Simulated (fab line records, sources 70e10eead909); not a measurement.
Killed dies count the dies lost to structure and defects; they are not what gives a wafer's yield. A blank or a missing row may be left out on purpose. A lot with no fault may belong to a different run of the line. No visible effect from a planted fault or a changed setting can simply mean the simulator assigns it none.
fab line records / flow nand-harc
record: lots: 6 wafers: 18 last-day: 25
route steps=1159 shown A_M0@1021 A_M1@1026 END@1159
lots untouched by any fault: they come from a run of this same line in which no faults occurred
start-h: hours from the record's opening day to when the first of the lot's shown wafers began / wait-h: hours from the lot's prior step to this one / " same as the row above / L1.1+2: a row that stands for several wafers / - no value, or no start given / * or withheld: withheld / < > ~ a bound
route shown NAME@n: a module of which the file shows steps, and the number in the route of the first / usual: mean/standard deviation taken from wafers without a fault / same: alike in all rows / chamber/n: place in a boat / sites: the reading at each site / _std_site: standard deviation of those values / _edge_site: the outer-site mean with the inner-site mean subtracted / radius-mm: how far each site lies from the wafer's centre / mask NAME#n: copy n / behind: the most recent tool/chamber to have shaped the wafer / hold: why the lot went on hold/how many hours it stayed there/how the hold came to an end / device: whichever transistor did not switch (one of n, p or np) / end of line: the tests these same wafers got at the end of their route / where a step has no rows: the recipe by itself / killed: the dies lost at the first sort to structure and to defects; this is not the yield of the wafer / map: the dies of a wafer, with x for killed, . for not killed, _ for no die there
set.NAME: the setting that was run; set.NAME@STEP: the one run at that earlier step / model.NAME: the simulator's own value behind a step, which no gauge read
lots at selected steps of the route; one table per step, one row per wafer
services: the hour from which a tool's chamber was out of use, counted from the record's first day as start-h (under 0 if before that day), plus the number of hours and why
== steps ==
step: NHARC_A_M0_SRD_25
step: NHARC_A_M0_INSPECT_27
usual: raw-defect-count: 428/100
lot.wafer=L663.1 tool=defect-inspect-01 chamber=- start-h=408.36 wait-h=0.0 raw-defect-count=537
lot.wafer=L663.2 tool=defect-inspect-01 chamber=- start-h=408.36 wait-h=0.0 raw-defect-count=384
lot.wafer=L663.3 tool=defect-inspect-01 chamber=- start-h=408.36 wait-h=0.0 raw-defect-count=281
lot.wafer=L667.3 tool=defect-inspect-01 chamber=- start-h=418.46 wait-h=0.0 raw-defect-count=375
lot.wafer=L667.4 tool=defect-inspect-01 chamber=- start-h=418.46 wait-h=0.0 raw-defect-count=309
lot.wafer=L667.6 tool=defect-inspect-01 chamber=- start-h=418.46 wait-h=0.0 raw-defect-count=376
lot.wafer=L672.3 tool=defect-inspect-02 chamber=- start-h=459.07 wait-h=0.0 raw-defect-count=318
lot.wafer=L672.4 tool=defect-inspect-02 chamber=- start-h=459.07 wait-h=0.0 raw-defect-count=351
lot.wafer=L672.5 tool=defect-inspect-02 chamber=- start-h=459.07 wait-h=0.0 raw-defect-count=298
lot.wafer=L671.1 tool=defect-inspect-02 chamber=- start-h=464.09 wait-h=0.0 raw-defect-count=444
lot.wafer=L671.4 tool=defect-inspect-02 chamber=- start-h=464.09 wait-h=0.0 raw-defect-count=631
lot.wafer=L671.6 tool=defect-inspect-02 chamber=- start-h=464.09 wait-h=0.0 raw-defect-count=450
lot.wafer=L675.2 tool=defect-inspect-02 chamber=- start-h=467.15 wait-h=0.0 raw-defect-count=420
lot.wafer=L675.3 tool=defect-inspect-02 chamber=- start-h=467.15 wait-h=0.0 raw-defect-count=495
lot.wafer=L675.5 tool=defect-inspect-02 chamber=- start-h=467.15 wait-h=0.0 raw-defect-count=668
lot.wafer=L684.1 tool=defect-inspect-01 chamber=- start-h=552.31 wait-h=0.0 raw-defect-count=435
lot.wafer=L684.2 tool=defect-inspect-01 chamber=- start-h=552.31 wait-h=0.0 raw-defect-count=601
lot.wafer=L684.4 tool=defect-inspect-01 chamber=- start-h=552.31 wait-h=0.0 raw-defect-count=470
step: NHARC_A_M0_PRE_CLEAN_31
recipe: time-s: 12 temp-c: 370 rf-power-w: 300 gas: NH3
usual: heater-power-w: 636/88
lot.wafer=L663.3 tool=pecvd-04 chamber=1 start-h=408.43 wait-h=0.1 heater-power-w=802
lot.wafer=L663.2 tool=pecvd-04 chamber=2 start-h=408.43 wait-h=0.1 heater-power-w=521
lot.wafer=L663.1 tool=pecvd-04 chamber=0 start-h=408.43 wait-h=0.1 heater-power-w=657
lot.wafer=L667.3 tool=pecvd-04 chamber=1 start-h=418.53 wait-h=0.1 heater-power-w=738
lot.wafer=L667.6 tool=pecvd-04 chamber=2 start-h=418.53 wait-h=0.1 heater-power-w=533
lot.wafer=L667.4 tool=pecvd-04 chamber=0 start-h=418.53 wait-h=0.1 heater-power-w=730
lot.wafer=L672.3 tool=pecvd-04 chamber=1 start-h=459.17 wait-h=0.1 heater-power-w=751
lot.wafer=L672.5 tool=pecvd-04 chamber=0 start-h=459.17 wait-h=0.1 heater-power-w=656
lot.wafer=L672.4 tool=pecvd-04 chamber=2 start-h=459.17 wait-h=0.1 heater-power-w=550
lot.wafer=L671.1 tool=pecvd-04 chamber=1 start-h=464.16 wait-h=0.1 heater-power-w=727
lot.wafer=L671.4 tool=pecvd-04 chamber=1 start-h=464.16 wait-h=0.1 heater-power-w=734
lot.wafer=L671.6 tool=pecvd-04 chamber=0 start-h=464.16 wait-h=0.1 heater-power-w=760
lot.wafer=L675.2 tool=pecvd-03 chamber=2 start-h=467.23 wait-h=0.1 heater-power-w=791
lot.wafer=L675.3 tool=pecvd-03 chamber=0 start-h=467.23 wait-h=0.1 heater-power-w=593
lot.wafer=L675.5 tool=pecvd-03 chamber=1 start-h=467.23 wait-h=0.1 heater-power-w=477
lot.wafer=L684.1 tool=pecvd-01 chamber=0 start-h=552.37 wait-h=0.1 heater-power-w=645
lot.wafer=L684.2 tool=pecvd-01 chamber=1 start-h=552.37 wait-h=0.1 heater-power-w=657
lot.wafer=L684.4 tool=pecvd-01 chamber=1 start-h=552.37 wait-h=0.1 heater-power-w=639
step: NHARC_A_M0_DEP_32
recipe: target-thk-a: 300 temp-c: 370 target-thk-nm: 30 pressure-torr: 3 flow-sccm: 200 rf-w: 450 material: SiCN
usual: heater-power-w: 588/98
lot.wafer=L663.3 tool=pecvd-04 chamber=1 start-h=408.51 wait-h=0.1 heater-power-w=739
lot.wafer=L663.2 tool=pecvd-04 chamber=2 start-h=408.51 wait-h=0.1 heater-power-w=438
lot.wafer=L663.1 tool=pecvd-04 chamber=0 start-h=408.51 wait-h=0.1 heater-power-w=659
lot.wafer=L667.3 tool=pecvd-04 chamber=1 start-h=418.61 wait-h=0.1 heater-power-w=741
lot.wafer=L667.6 tool=pecvd-04 chamber=2 start-h=418.61 wait-h=0.1 heater-power-w=503
lot.wafer=L667.4 tool=pecvd-04 chamber=0 start-h=418.61 wait-h=0.1 heater-power-w=702
lot.wafer=L672.3 tool=pecvd-04 chamber=1 start-h=459.27 wait-h=0.1 heater-power-w=701
lot.wafer=L672.5 tool=pecvd-04 chamber=0 start-h=459.27 wait-h=0.1 heater-power-w=593
lot.wafer=L672.4 tool=pecvd-04 chamber=2 start-h=459.27 wait-h=0.1 heater-power-w=483
lot.wafer=L671.1 tool=pecvd-04 chamber=1 start-h=464.24 wait-h=0.1 heater-power-w=701
lot.wafer=L671.4 tool=pecvd-04 chamber=1 start-h=464.24 wait-h=0.1 heater-power-w=703
lot.wafer=L671.6 tool=pecvd-04 chamber=0 start-h=464.24 wait-h=0.1 heater-power-w=632
lot.wafer=L675.2 tool=pecvd-03 chamber=2 start-h=467.34 wait-h=0.1 heater-power-w=757
lot.wafer=L675.3 tool=pecvd-03 chamber=0 start-h=467.34 wait-h=0.1 heater-power-w=513
lot.wafer=L675.5 tool=pecvd-03 chamber=1 start-h=467.34 wait-h=0.1 heater-power-w=431
lot.wafer=L684.1 tool=pecvd-01 chamber=0 start-h=552.45 wait-h=0.1 heater-power-w=595
lot.wafer=L684.2 tool=pecvd-01 chamber=1 start-h=552.45 wait-h=0.1 heater-power-w=528
lot.wafer=L684.4 tool=pecvd-01 chamber=1 start-h=552.45 wait-h=0.1 heater-power-w=534
step: NHARC_A_M1_DEP_00
recipe: target-thk-a: 1825 target-thk-nm: 182.5 temp-c: withheld pressure-torr: 5 flow-sccm: 200 rf-w: 600 material: SiOC
step: NHARC_A_M1_DEHYDRATE_01
recipe: temp-c: 150 time-s: 120
step: NHARC_A_M1_HMDS_02
recipe: time-s: 30
step: NHARC_A_M1_COAT_34
recipe: temp-c: 200 time-s: 65
step: NHARC_A_M1_COAT_03
recipe: spin-rpm: 1500 resist-thk-nm: 90
step: NHARC_A_M1_SOFTBAKE_04
recipe: temp-c: 105 time-s: 55
step: NHARC_A_M1_EBR_05
step: NHARC_A_M1_EXPOSE_06
recipe: na: 1.35 target-cd-nm: 120 dose-mj: 75.13 mask-id: A_M1
usual: reticle-temp-C: 22.98/0.1
lot.wafer=L663.1 tool=arfi-scanner-02 chamber=0 start-h=409.73 wait-h=- mask=A_M1#0 reticle-temp-C=23.07 model.A_M1.overlay-x-nm=-0.4863
lot.wafer=L663.2 tool=arfi-scanner-02 chamber=0 start-h=409.73 wait-h=- mask=A_M1#0 reticle-temp-C=23.04 model.A_M1.overlay-x-nm=-0.4863
lot.wafer=L663.3 tool=arfi-scanner-02 chamber=0 start-h=409.73 wait-h=- mask=A_M1#0 reticle-temp-C=23.04 model.A_M1.overlay-x-nm=-0.4863
lot.wafer=L667.3 tool=arfi-scanner-03 chamber=0 start-h=419.70 wait-h=- mask=A_M1#0 reticle-temp-C=22.92 model.A_M1.overlay-x-nm=0.5413
lot.wafer=L667.4 tool=arfi-scanner-03 chamber=0 start-h=419.70 wait-h=- mask=A_M1#0 reticle-temp-C=22.98 model.A_M1.overlay-x-nm=0.5413
lot.wafer=L667.6 tool=arfi-scanner-03 chamber=0 start-h=419.70 wait-h=- mask=A_M1#0 reticle-temp-C=22.78 model.A_M1.overlay-x-nm=0.5413
lot.wafer=L672.3 tool=arfi-scanner-03 chamber=0 start-h=460.35 wait-h=- mask=A_M1#0 reticle-temp-C=23.05 model.A_M1.overlay-x-nm=10.28
lot.wafer=L672.4 tool=arfi-scanner-03 chamber=0 start-h=460.35 wait-h=- mask=A_M1#0 reticle-temp-C=23.05 model.A_M1.overlay-x-nm=10.28
lot.wafer=L672.5 tool=arfi-scanner-03 chamber=0 start-h=460.35 wait-h=- mask=A_M1#0 reticle-temp-C=22.84 model.A_M1.overlay-x-nm=10.28
lot.wafer=L671.1 tool=arfi-scanner-03 chamber=0 start-h=465.33 wait-h=- mask=A_M1#0 reticle-temp-C=22.86 model.A_M1.overlay-x-nm=10.23
lot.wafer=L671.4 tool=arfi-scanner-03 chamber=0 start-h=465.33 wait-h=- mask=A_M1#0 reticle-temp-C=22.84 model.A_M1.overlay-x-nm=10.23
lot.wafer=L671.6 tool=arfi-scanner-03 chamber=0 start-h=465.33 wait-h=- mask=A_M1#0 reticle-temp-C=22.77 model.A_M1.overlay-x-nm=10.23
lot.wafer=L675.2 tool=arfi-scanner-01 chamber=0 start-h=468.38 wait-h=- mask=A_M1#0 reticle-temp-C=23.14 model.A_M1.overlay-x-nm=0.5047
lot.wafer=L675.3 tool=arfi-scanner-01 chamber=0 start-h=468.38 wait-h=- mask=A_M1#0 reticle-temp-C=23.04 model.A_M1.overlay-x-nm=0.5047
lot.wafer=L675.5 tool=arfi-scanner-01 chamber=0 start-h=468.38 wait-h=- mask=A_M1#0 reticle-temp-C=22.99 model.A_M1.overlay-x-nm=0.5047
lot.wafer=L684.1 tool=arfi-scanner-02 chamber=0 start-h=553.44 wait-h=- mask=A_M1#0 reticle-temp-C=22.98 model.A_M1.overlay-x-nm=-0.4529
lot.wafer=L684.2 tool=arfi-scanner-02 chamber=0 start-h=553.44 wait-h=- mask=A_M1#0 reticle-temp-C=23.14 model.A_M1.overlay-x-nm=-0.4529
lot.wafer=L684.4 tool=arfi-scanner-02 chamber=0 start-h=553.44 wait-h=- mask=A_M1#0 reticle-temp-C=22.96 model.A_M1.overlay-x-nm=-0.4529
step: NHARC_A_M1_PEB_07
recipe: peb-temp-c: 100 peb-time-s: 65
step: NHARC_A_M1_DEVELOP_08
recipe: develop-time-s: 35 dev-temp-c: 23
step: NHARC_A_M1_CD_MEAS_09
recipe: target-cd-nm: 120 landing-energy-ev: 500
usual: cd-nm: 119.3/0.7
lot.wafer=L663.1 tool=cd-sem-03 chamber=0 start-h=409.87 wait-h=- cd-nm=119.1
lot.wafer=L663.2 tool=cd-sem-03 chamber=0 start-h=409.87 wait-h=- cd-nm=119.0
lot.wafer=L663.3 tool=cd-sem-03 chamber=0 start-h=409.87 wait-h=- cd-nm=118.8
lot.wafer=L667.3 tool=cd-sem-03 chamber=0 start-h=419.84 wait-h=- cd-nm=119.1
lot.wafer=L667.4 tool=cd-sem-03 chamber=0 start-h=419.84 wait-h=- cd-nm=119.2
lot.wafer=L667.6 tool=cd-sem-03 chamber=0 start-h=419.84 wait-h=- cd-nm=118.6
lot.wafer=L672.3 tool=cd-sem-02 chamber=0 start-h=460.49 wait-h=- cd-nm=119.4
lot.wafer=L672.4 tool=cd-sem-02 chamber=0 start-h=460.49 wait-h=- cd-nm=120.1
lot.wafer=L672.5 tool=cd-sem-02 chamber=0 start-h=460.49 wait-h=- cd-nm=118.7
lot.wafer=L671.1 tool=cd-sem-02 chamber=0 start-h=465.47 wait-h=- cd-nm=119.0
lot.wafer=L671.4 tool=cd-sem-02 chamber=0 start-h=465.47 wait-h=- cd-nm=117.6
lot.wafer=L671.6 tool=cd-sem-02 chamber=0 start-h=465.47 wait-h=- cd-nm=118.9
lot.wafer=L675.2 tool=cd-sem-01 chamber=0 start-h=468.53 wait-h=- cd-nm=118.8
lot.wafer=L675.3 tool=cd-sem-01 chamber=0 start-h=468.53 wait-h=- cd-nm=119.6
lot.wafer=L675.5 tool=cd-sem-01 chamber=0 start-h=468.53 wait-h=- cd-nm=118.9
lot.wafer=L684.1 tool=cd-sem-02 chamber=0 start-h=553.58 wait-h=- cd-nm=118.6
lot.wafer=L684.2 tool=cd-sem-02 chamber=0 start-h=553.58 wait-h=- cd-nm=120.1
lot.wafer=L684.4 tool=cd-sem-02 chamber=0 start-h=553.58 wait-h=- cd-nm=120.8
step: NHARC_A_M1_OVL_MEAS_10
recipe: pitch-nm: 240
usual: overlay-x-nm: -0.1/0.74 overlay-y-nm: 0.0/0.71
lot.wafer=L663.1 tool=overlay-02 chamber=- start-h=409.96 wait-h=- overlay-x-nm=0.3 overlay-y-nm=0.6
lot.wafer=L663.2 tool=overlay-02 chamber=- start-h=409.96 wait-h=- overlay-x-nm=-0.9 overlay-y-nm=0.8
lot.wafer=L663.3 tool=overlay-02 chamber=- start-h=409.96 wait-h=- overlay-x-nm=-0.4 overlay-y-nm=1.1
lot.wafer=L667.3 tool=overlay-01 chamber=- start-h=419.92 wait-h=- overlay-x-nm=0.1 overlay-y-nm=0.3
lot.wafer=L667.4 tool=overlay-01 chamber=- start-h=419.92 wait-h=- overlay-x-nm=0.4 overlay-y-nm=0.2
lot.wafer=L667.6 tool=overlay-01 chamber=- start-h=419.92 wait-h=- overlay-x-nm=0.9 overlay-y-nm=0.6
lot.wafer=L672.3 tool=overlay-01 chamber=- start-h=460.57 wait-h=- overlay-x-nm=9.7 overlay-y-nm=-0.8
lot.wafer=L672.4 tool=overlay-01 chamber=- start-h=460.57 wait-h=- overlay-x-nm=9.7 overlay-y-nm=-1.2
lot.wafer=L672.5 tool=overlay-01 chamber=- start-h=460.57 wait-h=- overlay-x-nm=10.5 overlay-y-nm=-1.2
lot.wafer=L671.1 tool=overlay-02 chamber=- start-h=465.56 wait-h=- overlay-x-nm=10.2 overlay-y-nm=-1.1
lot.wafer=L671.4 tool=overlay-02 chamber=- start-h=465.56 wait-h=- overlay-x-nm=10.4 overlay-y-nm=-0.9
lot.wafer=L671.6 tool=overlay-02 chamber=- start-h=465.56 wait-h=- overlay-x-nm=10.0 overlay-y-nm=-1.3
lot.wafer=L675.2 tool=overlay-01 chamber=- start-h=468.61 wait-h=- overlay-x-nm=0.6 overlay-y-nm=-0.4
lot.wafer=L675.3 tool=overlay-01 chamber=- start-h=468.61 wait-h=- overlay-x-nm=0.5 overlay-y-nm=-0.5
lot.wafer=L675.5 tool=overlay-01 chamber=- start-h=468.61 wait-h=- overlay-x-nm=0.0 overlay-y-nm=-1.1
lot.wafer=L684.1 tool=overlay-02 chamber=- start-h=553.67 wait-h=- overlay-x-nm=-0.6 overlay-y-nm=0.0
lot.wafer=L684.2 tool=overlay-02 chamber=- start-h=553.67 wait-h=- overlay-x-nm=-0.2 overlay-y-nm=-0.4
lot.wafer=L684.4 tool=overlay-02 chamber=- start-h=553.67 wait-h=- overlay-x-nm=-0.6 overlay-y-nm=-0.1
step: NHARC_A_M1_INSPECT_11
usual: raw-defect-count: 33/14
lot.wafer=L663.1 tool=defect-inspect-01 chamber=- start-h=410.00 wait-h=0.0 raw-defect-count=7
lot.wafer=L663.2 tool=defect-inspect-01 chamber=- start-h=410.00 wait-h=0.0 raw-defect-count=6
lot.wafer=L663.3 tool=defect-inspect-01 chamber=- start-h=410.00 wait-h=0.0 raw-defect-count=12
lot.wafer=L667.3 tool=defect-inspect-02 chamber=- start-h=419.96 wait-h=0.0 raw-defect-count=29
lot.wafer=L667.4 tool=defect-inspect-02 chamber=- start-h=419.96 wait-h=0.0 raw-defect-count=25
lot.wafer=L667.6 tool=defect-inspect-02 chamber=- start-h=419.96 wait-h=0.0 raw-defect-count=20
lot.wafer=L672.3 tool=defect-inspect-01 chamber=- start-h=460.61 wait-h=0.0 raw-defect-count=26
lot.wafer=L672.4 tool=defect-inspect-01 chamber=- start-h=460.61 wait-h=0.0 raw-defect-count=31
lot.wafer=L672.5 tool=defect-inspect-01 chamber=- start-h=460.61 wait-h=0.0 raw-defect-count=34
lot.wafer=L671.1 tool=defect-inspect-01 chamber=- start-h=465.60 wait-h=0.0 raw-defect-count=45
lot.wafer=L671.4 tool=defect-inspect-01 chamber=- start-h=465.60 wait-h=0.0 raw-defect-count=39
lot.wafer=L671.6 tool=defect-inspect-01 chamber=- start-h=465.60 wait-h=0.0 raw-defect-count=47
lot.wafer=L675.2 tool=defect-inspect-02 chamber=- start-h=468.65 wait-h=0.0 raw-defect-count=27
lot.wafer=L675.3 tool=defect-inspect-02 chamber=- start-h=468.65 wait-h=0.0 raw-defect-count=37
lot.wafer=L675.5 tool=defect-inspect-02 chamber=- start-h=468.65 wait-h=0.0 raw-defect-count=39
lot.wafer=L684.1 tool=defect-inspect-02 chamber=- start-h=553.70 wait-h=0.0 raw-defect-count=18
lot.wafer=L684.2 tool=defect-inspect-02 chamber=- start-h=553.70 wait-h=0.0 raw-defect-count=11
lot.wafer=L684.4 tool=defect-inspect-02 chamber=- start-h=553.70 wait-h=0.0 raw-defect-count=22
step: NHARC_END_SORT_01
recipe: temp-c: 25
usual: defect-limited-yield: 95.3/1.6 killed-at-array: 27/11 killed-at-other: 0.7/1.1 killed-at-periphery: 3.6/2.4 killed-dies: 32/11 killed-open: 3.3/1.8 killed-short: 2.1/1.5 sort_bin_2_pct: 1.4/0.64 sort_bin_3_pct: 0.29/0.22 sort_bin_4_pct: 3.0/1.1 sort-n-pass: 645/11 sort-rim-yield-pct: 95/3.5 sort-yield-pct: 95.3/1.6
same: gross-dies: 677 sort_bin_5_pct[%]: 0 sort_bin_6_pct[%]: 0 sort_bin_7_pct[%]: 0 sort_bin_8_pct[%]: 0 sort-rim-n-gross: 106.00
lot.wafer=L667.3 tool=prober-01 chamber=0 start-h=463.85 wait-h=3.1 defect-limited-yield[%]=95.3 killed-at-array=26 killed-at-other=0 killed-at-periphery=6 killed-dies=32 killed-open=4 killed-short=2 sort_bin_2_pct[%]=1.6 sort_bin_3_pct[%]=0.15 sort_bin_4_pct[%]=3.0 sort-n-pass=645 sort-rim-yield-pct[%]=98 sort-yield-pct[%]=95.3
lot.wafer=L667.4 tool=prober-01 chamber=0 start-h=464.65 wait-h=3.4 defect-limited-yield[%]=97.0 killed-at-array=14 killed-at-other=0 killed-at-periphery=6 killed-dies=20 killed-open=3 killed-short=6 sort_bin_2_pct[%]=1.2 sort_bin_3_pct[%]=0.15 sort_bin_4_pct[%]=1.6 sort-n-pass=657 sort-rim-yield-pct[%]=95 sort-yield-pct[%]=97.0
lot.wafer=L667.6 tool=prober-01 chamber=0 start-h=466.24 wait-h=4.0 defect-limited-yield[%]=96.2 killed-at-array=22 killed-at-other=0 killed-at-periphery=4 killed-dies=26 killed-open=3 killed-short=2 sort_bin_2_pct[%]=0.6 sort_bin_3_pct[%]=0.30 sort_bin_4_pct[%]=3.0 sort-n-pass=651 sort-rim-yield-pct[%]=98 sort-yield-pct[%]=96.2
lot.wafer=L672.3 tool=prober-02 chamber=0 start-h=503.71 wait-h=3.1 defect-limited-yield[%]=96.2 killed-at-array=21 killed-at-other=0 killed-at-periphery=5 killed-dies=26 killed-open=2 killed-short=3 sort_bin_2_pct[%]=1.0 sort_bin_3_pct[%]=0.15 sort_bin_4_pct[%]=2.7 sort-n-pass=651 sort-rim-yield-pct[%]=92 sort-yield-pct[%]=96.2
lot.wafer=L672.4 tool=prober-02 chamber=0 start-h=504.51 wait-h=3.4 defect-limited-yield[%]=93.9 killed-at-array=31 killed-at-other=0 killed-at-periphery=10 killed-dies=41 killed-open=5 killed-short=2 sort_bin_2_pct[%]=1.6 sort_bin_3_pct[%]=0.44 sort_bin_4_pct[%]=4.0 sort-n-pass=636 sort-rim-yield-pct[%]=97 sort-yield-pct[%]=93.9
lot.wafer=L672.5 tool=prober-02 chamber=0 start-h=505.31 wait-h=3.7 defect-limited-yield[%]=93.9 killed-at-array=35 killed-at-other=0 killed-at-periphery=6 killed-dies=41 killed-open=4 killed-short=3 sort_bin_2_pct[%]=1.8 sort_bin_3_pct[%]=0.59 sort_bin_4_pct[%]=3.7 sort-n-pass=636 sort-rim-yield-pct[%]=95 sort-yield-pct[%]=93.9
lot.wafer=L684.1 tool=prober-01 chamber=0 start-h=589.07 wait-h=2.6 defect-limited-yield[%]=96.2 killed-at-array=20 killed-at-other=2 killed-at-periphery=4 killed-dies=26 killed-open=2 killed-short=3 sort_bin_2_pct[%]=1.0 sort_bin_3_pct[%]=0.30 sort_bin_4_pct[%]=2.5 sort-n-pass=651 sort-rim-yield-pct[%]=97 sort-yield-pct[%]=96.2
lot.wafer=L684.2 tool=prober-01 chamber=0 start-h=589.88 wait-h=2.9 defect-limited-yield[%]=97.0 killed-at-array=12 killed-at-other=5 killed-at-periphery=3 killed-dies=20 killed-open=3 killed-short=2 sort_bin_2_pct[%]=0.9 sort_bin_3_pct[%]=0 sort_bin_4_pct[%]=2.1 sort-n-pass=657 sort-rim-yield-pct[%]=99 sort-yield-pct[%]=97.0
lot.wafer=L684.4 tool=prober-01 chamber=0 start-h=591.50 wait-h=3.5 defect-limited-yield[%]=96.3 killed-at-array=19 killed-at-other=4 killed-at-periphery=2 killed-dies=25 killed-open=3 killed-short=1 sort_bin_2_pct[%]=1.0 sort_bin_3_pct[%]=0.30 sort_bin_4_pct[%]=2.4 sort-n-pass=652 sort-rim-yield-pct[%]=94 sort-yield-pct[%]=96.3
killed by level:class
L667.3 A_CHANNEL_HOLE_D1:chamber-film-flake=14 A_CONTACT:chamber-film-flake=5 P_ZERO_WELL:chamber-film-flake=4 A_STAIRCASE:chamber-film-flake=2 P_CONTACT:geometric-particle:open=1 P_M2:geometric-particle:open=1 A_CHANNEL_HOLE_D1:geometric-particle:open=1 A_SGD_CUT:geometric-particle:short=1
L667.4 A_CHANNEL_HOLE_D1:chamber-film-flake=5 A_STAIRCASE:chamber-film-flake=3 A_CONTACT:chamber-film-flake=3 P_CONTACT:geometric-particle:short=2 P_M0:geometric-particle:open=2 P_M0:geometric-particle:short=1 P_M1:geometric-particle:open=1 A_ONON_D1:geometric-particle:short=1
L667.6 A_CHANNEL_HOLE_D1:chamber-film-flake=11 A_CONTACT:chamber-film-flake=5 P_BONDPAD:chamber-film-flake=2 A_STAIRCASE:chamber-film-flake=2 P_GATE:geometric-particle:open=1 P_CONTACT:geometric-particle:short=1 A_ONON_D1:geometric-particle:open=1 A_WL_FILL:geometric-particle:short=1
L672.3 A_SLIT:chamber-film-flake=11 P_ZERO_WELL:chamber-film-flake=4 A_CONTACT:chamber-film-flake=3 A_ONON_D1:geometric-particle:short=2 P_M1:geometric-particle:open=1 A_SGD_CUT:geometric-particle:short=1 A_BLC:geometric-particle:open=1 A_CHANNEL_HOLE_D1:chamber-film-flake=1
L672.4 A_SLIT:chamber-film-flake=17 P_ZERO_WELL:chamber-film-flake=4 A_STAIRCASE:chamber-film-flake=3 A_WL_FILL:chamber-film-flake=3 A_CONTACT:chamber-film-flake=3 P_GATE:chamber-film-flake=2 P_GATE:geometric-particle:short=1 P_GATE:geometric-particle:open=1
L672.5 A_SLIT:chamber-film-flake=15 A_CONTACT:chamber-film-flake=6 A_CHANNEL_HOLE_D1:chamber-film-flake=4 A_M0:geometric-particle:open=3 P_GATE:chamber-film-flake=3 P_ZERO_WELL:chamber-film-flake=2 A_STAIRCASE:chamber-film-flake=2 P_M0:geometric-particle:open=1
L684.1 A_CHANNEL_HOLE_D1:chamber-film-flake=7 A_CONTACT:chamber-film-flake=4 A_CHANNEL_FILL_D1:chamber-film-flake=3 P_STI:chamber-film-flake=2 A_STAIRCASE:chamber-film-flake=2 THIN_TSV:chamber-film-flake=2 P_M0:geometric-particle:short=1 A_CHANNEL_FILL_D1:geometric-particle:short=1
L684.2 THIN_TSV:chamber-film-flake=5 A_CHANNEL_FILL_D1:chamber-film-flake=4 A_CONTACT:chamber-film-flake=3 P_CONTACT:geometric-particle:open=1 A_WL_FILL:geometric-particle:short=1 A_CONTACT:geometric-particle:open=1 A_BLC:geometric-particle:short=1 A_M0:geometric-particle:open=1
L684.4 A_CHANNEL_HOLE_D1:chamber-film-flake=6 A_CONTACT:chamber-film-flake=5 THIN_TSV:chamber-film-flake=4 A_CHANNEL_FILL_D1:chamber-film-flake=3 P_M1:geometric-particle:open=1 A_CHANNEL_HOLE_D1:geometric-particle:open=1 A_WL_FILL:geometric-particle:short=1 A_CONTACT:geometric-particle:open=1
== services ==
tool=pecvd-04 chamber=0 start-h=389.36 hours=- kind=clean
tool=pecvd-04 chamber=1 start-h=389.36 hours=- kind=clean
tool=pecvd-04 chamber=2 start-h=389.36 hours=- kind=clean
tool=pecvd-01 chamber=- start-h=418.32 hours=13.0 kind=pm
tool=pecvd-01 chamber=0 start-h=418.32 hours=13.0 kind=vent-cycle
tool=pecvd-01 chamber=1 start-h=418.32 hours=13.0 kind=vent-cycle
tool=pecvd-01 chamber=2 start-h=418.32 hours=13.0 kind=vent-cycle
tool=arfi-scanner-02 chamber=- start-h=428.00 hours=4.0 kind=pm
tool=pecvd-01 chamber=0 start-h=431.32 hours=- kind=clean
tool=pecvd-01 chamber=1 start-h=431.32 hours=- kind=clean
tool=pecvd-01 chamber=2 start-h=431.32 hours=- kind=clean
tool=arfi-scanner-02 chamber=- start-h=452.83 hours=0.9 kind=repair
tool=arfi-scanner-01 chamber=- start-h=459.11 hours=5.2 kind=repair
tool=pecvd-01 chamber=1 start-h=471.42 hours=11.0 kind=repair
tool=pecvd-04 chamber=- start-h=472.32 hours=2.2 kind=repair
tool=pecvd-03 chamber=- start-h=473.46 hours=13.0 kind=pm
tool=pecvd-03 chamber=0 start-h=473.46 hours=13.0 kind=vent-cycle
tool=pecvd-03 chamber=1 start-h=473.46 hours=13.0 kind=vent-cycle
tool=pecvd-03 chamber=2 start-h=473.46 hours=13.0 kind=vent-cycle
tool=arfi-scanner-03 chamber=- start-h=484.00 hours=4.0 kind=pm
tool=arfi-scanner-03 chamber=- start-h=496.35 hours=0.2 kind=repair
tool=arfi-scanner-03 chamber=- start-h=499.11 hours=3.7 kind=repair
tool=arfi-scanner-01 chamber=- start-h=540.00 hours=4.0 kind=pm
tool=pecvd-01 chamber=0 start-h=542.56 hours=3.8 kind=repair
== key ==
first-sign: step: NHARC_A_M1_OVL_MEAS_10 reading: overlay-x-nm direction: up sigmas: 14 usual: -0.1 struck: 10.1
effect none on later readings
model-effect: step: NHARC_A_M1_EXPOSE_06 value: A_M1.overlay-x-nm without: -0.1998 struck: 10.26
met-at NHARC_A_M1_EXPOSE_06
struck-wafers L671.1,L671.4,L671.6,L672.3,L672.4,L672.5
onset-between 419.70 460.35
also-fits NHARC_A_M0_PRE_CLEAN_31:pecvd-04,NHARC_A_M0_DEP_32:pecvd-04
earlier-fault: kind: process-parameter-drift tool: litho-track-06 chamber: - onset-h: 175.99 steps: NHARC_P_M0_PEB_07 channel: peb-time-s offset: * shape: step acts-in: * stated: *
earlier-fault: kind: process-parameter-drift tool: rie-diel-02 chamber: 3 onset-h: 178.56 steps: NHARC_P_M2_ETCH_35 channel: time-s offset: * shape: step acts-in: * stated: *
fault: kind: scanner-matching-overlay tool: arfi-scanner-03 chamber: - onset-h: 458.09 steps: NHARC_A_M1_EXPOSE_06 offset: 10.458
